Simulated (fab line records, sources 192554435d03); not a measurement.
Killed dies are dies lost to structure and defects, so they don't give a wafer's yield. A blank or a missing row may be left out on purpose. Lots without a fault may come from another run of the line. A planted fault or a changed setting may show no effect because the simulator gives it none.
fab line records | flow n5_finfet
record lots=6 wafers=18 last_day=17
route steps=1938 shown BEOL_M12@1625 PASSIVATION@1936
lots that met no fault: from a run of the same line without faults
start_h: hours from the record's first day to the start of the lot's first wafer shown | wait_h: hours since the lot's step before | " the same as in the row above | L1.1+2: a row that stands for several wafers | - no value, or no start given | * or withheld: withheld | < > ~ a bound
route shown NAME@n: a module of which the file shows steps, and the number in the route of the first | usual: mean/standard deviation of fault-free wafers | same: alike in all rows | chamber/n: place in a boat | sites: the reading at each site | _std_site: their standard deviation | _edge_site: outer sites' mean less inner sites' | radius_mm: how far each site lies from the wafer's centre | mask NAME#n: copy n | behind: the tool/chamber that last shaped the wafer | hold: why the lot was held/for how many hours/how that ended | device: the transistor (n, p or np) that didn't switch | end of line: the same wafers' tests at the end of the route | a step without rows: its recipe alone | killed: dies lost to structure and defects at the first sort, not the wafer's yield | map: a wafer's dies, x killed, . not, _ none there
set.NAME: the setting as run; set.NAME@STEP: as run at that earlier step | model.NAME: the simulator's own value behind a step, which no gauge read
lots at some steps of the route; a table a step, a row a wafer
services: from which hour (start_h, from the record's first day; less than 0 if before it) a tool's chamber was out of use, for how many hours, and why
## steps
# step N5_BEOL_M12_COAT_22
# recipe spin_rpm=2888 resist_thk_nm=300
# step N5_BEOL_M12_EBR_24
# recipe solvent=PGMEA ebr_width_mm=1.5
# step N5_BEOL_M12_SOFTBAKE_23
# recipe temp_c=130 time_s=60
# step N5_BEOL_M12_EXPOSE_25
# recipe mask_id=M12 na=0.93 source_shape=conventional sigma_outer=0.4 polarization=unpolarized dose_mj=21.8
# step N5_BEOL_M12_PEB_26
# recipe peb_temp_c=130 peb_time_s=90
# step N5_BEOL_M12_DEVELOP_27
# recipe develop_time_s=45 rinse_liquid=diw dry=air_spin dev_temp_c=21
# step N5_BEOL_M12_HARDBAKE_32
# recipe temp_c=130 time_s=120
# step N5_BEOL_M12_CD_MEAS_28
# recipe target_cd_nm=160.2 landing_energy_ev=500 detector=se_inlens polarity=opening
# usual cd_nm=160.6/1.4
# columns lot.wafer tool chamber start_h wait_h cd_nm
L763.2 cd_sem-01 0 293.11 - 160.7
L763.3 " 0 " " 159.4
L763.5 " 0 " " 160.3
L764.2 cd_sem-02 0 295.87 - 162.0
L764.5 " 0 " " 161.7
L764.6 " 0 " " 161.4
L768.1 cd_sem-03 0 316.21 - 161.1
L768.4 " 0 " " 160.1
L768.5 " 0 " " 160.5
L773.1 cd_sem-02 0 339.62 - 162.1
L773.4 " 0 " " 162.8
L773.5 " 0 " " 161.0
L776.1 cd_sem-01 0 354.01 - 160.4
L776.4 " 0 " " 161.0
L776.6 " 0 " " 161.2
L774.3 cd_sem-01 0 354.51 - 161.0
L774.4 " 0 " " 161.6
L774.5 " 0 " " 163.0
# step N5_BEOL_M12_OVL_MEAS_29
# recipe points_per_wafer=44
# usual M12_OVL=2/4.7
# same points_per_wafer=44
# columns lot.wafer tool chamber start_h wait_h M12_OVL[nm]
L763.2 overlay-01 0 293.14 0.0 1
L763.3 " 0 " " 0
L763.5 " 0 " " 1
L764.2 overlay-01 0 295.90 0.0 -1
L764.5 " 0 " " -4
L764.6 " 0 " " -6
L768.1 overlay-02 0 316.24 0.0 3
L768.4 " 0 " " 2
L768.5 " 0 " " 2
L773.1 overlay-02 0 339.65 0.0 1
L773.4 " 0 " " 2
L773.5 " 0 " " -4
L776.1 overlay-01 0 354.04 0.0 -3
L776.4 " 0 " " -2
L776.6 " 0 " " -4
L774.3 overlay-02 0 354.53 0.0 4
L774.4 " 0 " " 3
L774.5 " 0 " " 1
# step N5_BEOL_M12_INSPECT_30
# recipe mode=adi inspect_instrument=macro
# usual raw_defect_count=2.1/1.4
# columns lot.wafer tool chamber start_h wait_h raw_defect_count
L763.2 defect_inspect-02 - 293.17 0.0 2
L763.3 " - " " 2
L763.5 " - " " 2
L764.2 defect_inspect-02 - 295.92 0.0 0
L764.5 " - " " 1
L764.6 " - " " 2
L768.1 defect_inspect-01 - 316.27 0.0 4
L768.4 " - " " 2
L768.5 " - " " 0
L773.1 defect_inspect-01 - 339.68 0.0 5
L773.4 " - " " 2
L773.5 " - " " 3
L776.1 defect_inspect-01 - 354.06 0.0 3
L776.4 " - " " 0
L776.6 " - " " 1
L774.3 defect_inspect-02 - 354.56 0.0 2
L774.4 " - " " 2
L774.5 " - " " 1
# step N5_BEOL_M12_DESCUM_33
# recipe chemistry=O2 time_s=7.9 source_power_w=50 bias_power_w=20 pressure_mtorr=20 rf_frequency_hz=2.712e+07 temp_c=40 o2_flow_sccm=225
# usual drypump_motor_current_A=5.7/0.48 oes_product_au=0.79/0.085 rf_vpp_V=243.3/1.5 showerhead_plenum_p_Torr=2.11/0.078 throttle_valve_pct=20.28/0.22
# columns lot.wafer tool chamber start_h wait_h drypump_motor_current_A oes_product_au rf_hours_counter_h rf_vpp_V showerhead_plenum_p_Torr throttle_valve_pct
L763.2 rie_diel-03 1 293.20 0.0 5.6 0.75 141 243.1 2.19 20.14
L763.3 " 2 " " 6.6 0.69 248 243.6 2.14 20.78
L763.5 " 3 " " 6.3 0.74 - 241.4 2.00 20.34
L764.2 rie_diel-01 1 295.95 0.0 6.1 0.70 235 240.6 1.98 20.32
L764.5 " 1 " " 6.1 0.69 - 242.0 1.98 20.33
L764.6 " 0 " " 5.5 0.89 - 243.9 2.13 19.83
L768.1 rie_diel-01 0 316.44 0.2 5.5 0.87 45 243.0 2.13 19.86
L768.4 " 1 " " 6.1 0.69 242 242.3 1.97 20.33
L768.5 " 2 " " 5.4 0.77 - 244.6 2.20 20.30
L773.1 rie_diel-01 2 339.71 0.0 5.4 0.76 132 243.9 2.20 20.29
L773.4 " 3 " " 5.1 0.74 - 245.1 2.18 20.16
L773.5 " 2 " " 5.4 0.76 - 244.5 2.20 20.31
L776.1 rie_diel-03 0 354.16 0.1 6.3 0.82 91 240.6 2.03 20.42
L776.4 " 3 " " 6.3 0.72 192 243.2 1.99 20.40
L776.6 " 2 " " 6.6 0.94 - 244.0 2.14 20.38
L774.3 rie_diel-05 1 354.82 0.3 6.1 0.86 53 241.8 2.03 20.23
L774.4 " 1 " " 6.1 0.85 - 242.2 2.03 20.24
L774.5 " 3 " " 5.4 0.68 - 242.5 2.05 20.62
# step N5_BEOL_M12_ETCH_67
# recipe chemistry=CF4 target=SiARC target_depth_a=1430 time_s=238.3 ion_energy_ev=80 pressure_mtorr=40 source_w=545 bias_w=36 Ar_flow_sccm=100 cf4_flow_sccm=100 ends=cleared
# usual drypump_motor_current_A=5.7/0.48 etch_rf_on_time_s=240/3.6 oes_product_au=0.67/0.074 rf_vpp_V=184.4/1.2 showerhead_plenum_p_Torr=2.16/0.074 throttle_valve_pct=15.50/0.24
# columns lot.wafer tool chamber start_h wait_h drypump_motor_current_A etch_rf_on_time_s oes_product_au rf_hours_counter_h rf_vpp_V showerhead_plenum_p_Torr throttle_valve_pct
L763.2 rie_diel-03 1 293.23 0.0 5.7 245 0.64 141 185.4 2.24 15.39
L763.3 " 2 " " 6.6 247 0.57 248 184.6 2.20 16.03
L763.5 " 3 " " 6.3 239 0.64 - 184.8 2.05 15.59
L764.2 rie_diel-01 1 295.99 0.0 6.1 246 0.59 235 182.7 2.03 15.63
L764.5 " 1 " " 6.1 246 0.59 - 183.8 2.03 15.62
L764.6 " 0 " " 5.5 239 0.75 - 184.9 2.18 15.10
L768.1 rie_diel-01 0 316.47 0.0 5.5 239 0.74 45 183.4 2.18 15.10
L768.4 " 1 " " 6.1 246 0.58 242 184.4 2.03 15.65
L768.5 " 2 " " 5.4 236 0.66 - 186.1 2.24 15.44
L773.1 rie_diel-01 2 339.76 0.0 5.4 238 0.65 132 184.0 2.24 15.46
L773.4 " 3 " " 5.1 242 0.64 - 185.0 2.23 15.40
L773.5 " 2 " " 5.4 238 0.66 - 186.1 2.24 15.46
L776.1 rie_diel-03 0 354.20 0.0 6.3 240 0.69 91 183.6 2.08 15.57
L776.4 " 3 " " 6.3 238 0.62 192 182.6 2.04 15.62
L776.6 " 2 " " 6.6 239 0.80 - 184.2 2.19 15.54
L774.3 rie_diel-05 1 354.86 0.0 6.1 236 0.74 53 184.0 2.09 15.41
L774.4 " 1 " " 6.1 236 0.74 - 182.0 2.09 15.41
L774.5 " 3 " " 5.4 246 0.57 - 182.3 2.11 15.92
# step N5_BEOL_M12_ETCH_68
# recipe chemistry=N2/H2 target=SOC mask_material=SiARC source_w=3000 bias_w=350 temp_c=40 time_s=285 ion_energy_ev=200 pressure_mtorr=30 n2_flow_sccm=200 h2_flow_sccm=200
# usual drypump_motor_current_A=5.7/0.48 oes_product_au=0.79/0.086 rf_vpp_V=524.4/2.6 showerhead_plenum_p_Torr=2.56/0.093 throttle_valve_pct=17.64/0.25
# columns lot.wafer tool chamber start_h wait_h drypump_motor_current_A oes_product_au rf_hours_counter_h rf_vpp_V showerhead_plenum_p_Torr throttle_valve_pct model.SiARC_of_BEOL_M12_COAT_66.thk_nm
L763.2 rie_diel-03 1 293.38 0.1 5.7 0.76 141 526.7 2.64 17.35 86.4
L763.3 " 2 " " 6.6 0.68 248 525.7 2.61 18.23 87
L763.5 " 3 " " 6.3 0.75 - 521.4 2.42 17.63 86.4
L764.2 rie_diel-01 1 296.13 0.1 6.1 0.69 235 521.2 2.41 17.68 86.6
L764.5 " 1 " " 6.1 0.69 - 519.9 2.41 17.65 86.8
L764.6 " 0 " " 5.5 0.88 - 525.8 2.59 17.20 86.4
L768.1 rie_diel-01 0 316.62 0.1 5.5 0.71 45 525.5 2.59 17.19 93.4
L768.4 " 1 " " 6.1 0.55 242 519.5 2.40 17.68 94
L768.5 " 2 " " 5.4 0.78 - 527.6 2.66 17.63 85.4
L773.1 rie_diel-01 2 339.98 0.1 5.4 0.62 133 527.8 2.66 17.63 94
L773.4 " 3 " " 5.2 0.61 - 527.8 2.67 17.68 94
L773.5 " 2 " " 5.4 0.77 - 526.6 2.66 17.64 86.4
L776.1 rie_diel-03 0 354.34 0.1 6.3 0.81 91 519.8 2.45 17.63 85.4
L776.4 " 3 " " 6.3 0.73 192 521.2 2.41 17.67 85.8
L776.6 " 2 " " 6.6 0.96 - 525.4 2.60 17.79 85
L774.3 rie_diel-05 1 355.00 0.1 6.2 0.85 53 522.0 2.48 17.64 85.6
L774.4 " 1 " " 6.2 0.86 - 521.9 2.48 17.64 85.8
L774.5 " 3 " " 5.4 0.69 - 522.8 2.51 18.07 85.6
# step N5_BEOL_M12_STRIP_69
# recipe chemistry=N2/H2 temp_c=40 n2_flow_sccm=200 h2_flow_sccm=200 rf_frequency_hz=6e+07
# step N5_PASSIVATION_PROBE_49
# usual defect_limited_yield=91.0/1.5 killed_at_M0_to_M3=36/12 killed_at_M4_up=14/5.5 killed_at_contacts=11/4.8 killed_at_front_end=42/12 killed_at_other=3.7/2.7 killed_dies=106/18 killed_open=70/13 killed_short=35/8.2 sort_bin_5_function=5.3/1 sort_bin_6_memory=3.3/0.69 sort_n_pass=1074/18 sort_yield_pct=91.0/1.5
# same gross_dies=1180 killed_at_back_side=0 sort_bin_4_leakage[%]=0 sort_bin_8_speed[%]=0
# columns lot.wafer tool chamber start_h wait_h defect_limited_yield[%] killed_at_M0_to_M3 killed_at_M4_up killed_at_contacts killed_at_front_end killed_at_other killed_dies killed_open killed_short sort_bin_5_function[%] sort_bin_6_memory[%] sort_n_pass sort_yield_pct[%]
L763.2 prober-02 - 326.56 0.1 92.6 23 13 9 41 1 87 50 37 5.1 2.2 1093 92.6
L763.3 prober-02 - 326.61 0.1 90.9 43 11 15 35 3 107 70 35 5.2 3.2 1073 90.9
L763.5 prober-02 - 326.71 0.2 91.4 48 6 12 32 3 101 73 27 5.6 2.8 1079 91.4
L768.1 prober-01 - 355.90 0.0 93.2 31 5 4 35 5 80 50 30 3.5 3.0 1100 93.2
L768.4 prober-01 - 356.05 0.2 91.9 21 10 16 46 3 96 69 26 4.5 3.1 1084 91.9
L768.5 prober-01 - 356.10 0.2 92.2 22 9 9 48 4 92 69 22 4.7 2.8 1088 92.2
L773.1 prober-01 - 379.78 0.0 88.7 45 15 6 66 1 133 87 46 6.4 4.4 1047 88.7
L773.4 prober-01 - 379.93 0.2 89.4 54 11 16 43 1 125 74 51 6.6 3.5 1055 89.4
L773.5 prober-01 - 379.98 0.2 89.7 53 11 4 47 6 121 75 43 5.9 4.1 1059 89.7
L776.1 prober-01 - 389.11 0.0 91.8 33 8 9 46 1 97 65 30 4.8 3.1 1083 91.8
L776.4 prober-01 - 389.26 0.2 91.8 37 14 17 27 2 97 67 28 4.8 3.3 1083 91.8
L776.6 prober-01 - 389.36 0.3 91.0 45 13 19 26 3 106 67 39 4.9 3.7 1074 91.0
# killed by level:class
L763.2 BEOL_M0_SAQP:geometric_particle:short=11 STI_FIN_REVEAL:geometric_particle:open=9 MOL_CONTACT_COAG:geometric_particle:open=7 STARTING-WAFER:geometric_particle:short=6 FIN_SAQP:geometric_particle:open=5 STI_FIN_REVEAL:geometric_particle:short=5 BEOL_M4:geometric_particle:open=5 BEOL_M0_SAQP:geometric_particle:open=5
L763.3 MOL_CONTACT_COAG:geometric_particle:open=13 BEOL_M0_SAQP:geometric_particle:open=13 BEOL_M0_SAQP:geometric_particle:short=11 FIN_SAQP:geometric_particle:short=7 BEOL_M1:geometric_particle:open=7 STARTING-WAFER:geometric_particle:open=6 FIN_SAQP:geometric_particle:open=5 BEOL_M4:geometric_particle:open=5
L763.5 BEOL_M0_SAQP:geometric_particle:open=12 BEOL_M1:geometric_particle:open=12 MOL_CONTACT_COAG:geometric_particle:open=10 BEOL_M3:geometric_particle:open=10 BEOL_M0_SAQP:geometric_particle:short=8 FIN_SAQP:geometric_particle:open=6 FIN_SAQP:geometric_particle:short=5 GATE_CUT:geometric_particle:short=5
L768.1 FIN_SAQP:geometric_particle:open=13 BEOL_M1:geometric_particle:short=7 BEOL_M0_SAQP:geometric_particle:open=6 BEOL_M0_SAQP:geometric_particle:short=6 BEOL_M2:geometric_particle:open=6 GATE_CUT:geometric_particle:short=5 STI_FIN_REVEAL:geometric_particle:open=4 GATE_CUT:geometric_particle:open=3
L768.4 MOL_CONTACT_COAG:geometric_particle:open=15 FIN_SAQP:geometric_particle:open=8 STI_FIN_REVEAL:geometric_particle:open=8 BEOL_M0_SAQP:geometric_particle:open=7 BEOL_M4:geometric_particle:open=5 FIN_SAQP:geometric_particle:short=4 DUMMY_GATE:geometric_particle:open=4 GATE_CUT:geometric_particle:short=4
L768.5 FIN_SAQP:geometric_particle:open=10 DUMMY_GATE:geometric_particle:open=10 MOL_CONTACT_COAG:geometric_particle:open=9 FIN_SAQP:geometric_particle:short=6 STI_FIN_REVEAL:geometric_particle:open=6 BEOL_M0_SAQP:geometric_particle:open=6 BEOL_M2:geometric_particle:open=6 STARTING-WAFER:geometric_particle:open=5
L773.1 STI_FIN_REVEAL:geometric_particle:open=18 BEOL_M0_SAQP:geometric_particle:open=14 FIN_SAQP:geometric_particle:open=11 FIN_SAQP:geometric_particle:short=9 GATE_CUT:geometric_particle:short=8 BEOL_M3:geometric_particle:open=6 MOL_CONTACT_COAG:geometric_particle:open=6 BEOL_M0:geometric_particle:short=5
L773.4 BEOL_M0_SAQP:geometric_particle:short=19 MOL_CONTACT_COAG:geometric_particle:open=12 BEOL_M3:geometric_particle:open=9 FIN_SAQP:geometric_particle:open=8 BEOL_M0_SAQP:geometric_particle:open=8 BEOL_M1:geometric_particle:open=8 DUMMY_GATE:geometric_particle:open=7 GATE_CUT:geometric_particle:short=6
L773.5 BEOL_M0_SAQP:geometric_particle:open=14 FIN_SAQP:geometric_particle:open=10 FIN_SAQP:geometric_particle:short=10 STI_FIN_REVEAL:geometric_particle:open=9 BEOL_M2:geometric_particle:open=8 BEOL_M1:geometric_particle:open=7 BEOL_M0_SAQP:geometric_particle:short=6 BEOL_M4:geometric_particle:open=5
L776.1 FIN_SAQP:geometric_particle:open=13 BEOL_M0_SAQP:geometric_particle:short=10 STI_FIN_REVEAL:geometric_particle:open=9 BEOL_M0_SAQP:geometric_particle:open=9 STARTING-WAFER:geometric_particle:short=8 DUMMY_GATE:geometric_particle:open=7 MOL_CONTACT_COAG:geometric_particle:open=7 BEOL_M2:geometric_particle:open=6
L776.4 MOL_CONTACT_COAG:geometric_particle:open=11 BEOL_M0_SAQP:geometric_particle:open=9 BEOL_M2:geometric_particle:open=9 BEOL_M0_SAQP:geometric_particle:short=8 BEOL_M4:geometric_particle:open=8 FIN_SAQP:geometric_particle:open=7 MOL_CONTACT_COAG:geometric_particle:short=6 DUMMY_GATE:geometric_particle:open=4
L776.6 BEOL_M0_SAQP:geometric_particle:open=15 BEOL_M0_SAQP:geometric_particle:short=13 MOL_CONTACT_COAG:geometric_particle:open=10 BEOL_M2:geometric_particle:open=10 MOL_CONTACT_COAG:geometric_particle:short=9 FIN_SAQP:geometric_particle:open=6 BEOL_M4:geometric_particle:open=5 FIN_SAQP:geometric_particle:short=4
## services
# columns tool chamber start_h hours kind
rie_diel-01 1 300.08 2.1 repair
rie_diel-03 - 306.71 2.8 pm
rie_diel-03 2 315.09 11.2 repair
rie_diel-03 2 326.38 - clean
rie_diel-03 2 326.38 - consumable_replace:focus_ring
rie_diel-03 2 326.38 17.9 scheduled_down
rie_diel-03 2 326.38 17.9 vent_cycle
rie_diel-05 3 331.50 3.1 repair
rie_diel-05 2 334.65 - clean
rie_diel-05 2 334.65 - consumable_replace:focus_ring
rie_diel-05 2 334.65 20.5 scheduled_down
rie_diel-05 2 334.65 20.5 vent_cycle
rie_diel-01 1 337.69 - clean
rie_diel-01 1 337.69 - consumable_replace:focus_ring
rie_diel-01 1 337.69 - consumable_replace:showerhead
rie_diel-01 1 337.69 13.0 scheduled_down
rie_diel-01 1 337.69 13.0 vent_cycle
rie_diel-01 0 338.64 8.2 repair
## key
first_sign step=N5_BEOL_M12_ETCH_68 reading=oes_product_au direction=down sigmas=2 usual=0.79 struck=0.62
effect none on later readings
model_effect step=N5_BEOL_M12_ETCH_68 value=SiARC_of_BEOL_M12_COAT_66.thk_nm without=86.45 struck=93.85
met_at N5_BEOL_M12_ETCH_68
struck_wafers L768.1,L768.4,L773.1,L773.4
onset_between 296.13 316.62
fault kind=process_parameter_drift tool=rie_diel-01 chamber=- onset_h=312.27 steps=N5_BEOL_M12_ETCH_68 channel=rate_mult offset=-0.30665 shape=step end_h=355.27 scope=struck_wafers_only
